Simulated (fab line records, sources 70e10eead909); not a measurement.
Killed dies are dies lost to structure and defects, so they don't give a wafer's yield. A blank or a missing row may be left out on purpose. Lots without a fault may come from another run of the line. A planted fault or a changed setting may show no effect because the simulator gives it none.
Which tool did it? | flow nand_harc | 6 lots, 18 wafers sampled, at 4 steps of a route of 1302

WHAT THE GAUGES READ, wafer by wafer
NHARC_END_SORT_01.
lot  | measured     | on        | killed_open
L396 | day 29 02:34 | prober-01 | 5
L403 | day 33 08:45 | prober-02 | 7 3 2

WHICH TOOL RAN EACH LOT (tool, then ch and the chambers of the sampled wafers, then the start)
lot  | NHARC_A_STAIRCASE_DEP_151       | NHARC_A_STAIRCASE_CMP_152     | NHARC_A_STAIRCASE_ETCHBACK_422
L386 | pecvd-01 ch 0,1, day 18 03:44   | cmp-04 ch 0,1,3, day 19 10:44 | rie_diel-05 ch 0,2,3, day 19 11:11
L387 | pecvd-03 ch 0,1,2, day 19 08:23 | cmp-01 ch 1,2,3, day 20 18:02 | rie_diel-05 ch 0,1,2, day 20 18:29
L391 | pecvd-02 ch 0,1,2, day 20 18:24 | cmp-01 ch 0,2,3, day 22 01:54 | rie_diel-05 ch 1,2,3, day 22 02:21
L390 | pecvd-02 ch 0,1,2, day 20 23:05 | cmp-03 ch 2,3, day 22 10:30   | rie_diel-11 ch 0,3, day 22 10:57
L396 | pecvd-01 ch 0,1, day 22 13:55   | cmp-03 ch 1,2,3, day 23 19:37 | rie_diel-11 ch 0,1,2, day 23 20:05
L403 | pecvd-01 ch 0,1, day 26 08:13   | cmp-04 ch 1,2, day 27 19:08   | rie_diel-05 ch 1,2, day 27 19:37
- NHARC_A_STAIRCASE_DEP_151: deposits SiO2, target thk 7200 nm.
- NHARC_A_STAIRCASE_CMP_152: polishes.
- NHARC_A_STAIRCASE_ETCHBACK_422: etches the open film in CH3F/O2, target depth 40 nm, time 74.286 s.

THE ANSWER, worked out from the rows above alone
Rule: what is usual is taken from the lots themselves. Put in order of their means at a reading, lots are off if they are a third of the lots or fewer, leave a main group of 4 or more, and stand apart from it by a gap of 3 or more times the standard deviation of the main group's means; of several such gaps the widest counts. A main group whose means are all the same, to the digits that the tables above print for the reading, isn't used. A lot without any number at a reading at which 4 lots or more have one is off too. The other lots that the step has rows for count as sound.
No lot is off at any reading shown: from this, nothing can be told.

WHAT THE SIMULATOR HAD PUT IN
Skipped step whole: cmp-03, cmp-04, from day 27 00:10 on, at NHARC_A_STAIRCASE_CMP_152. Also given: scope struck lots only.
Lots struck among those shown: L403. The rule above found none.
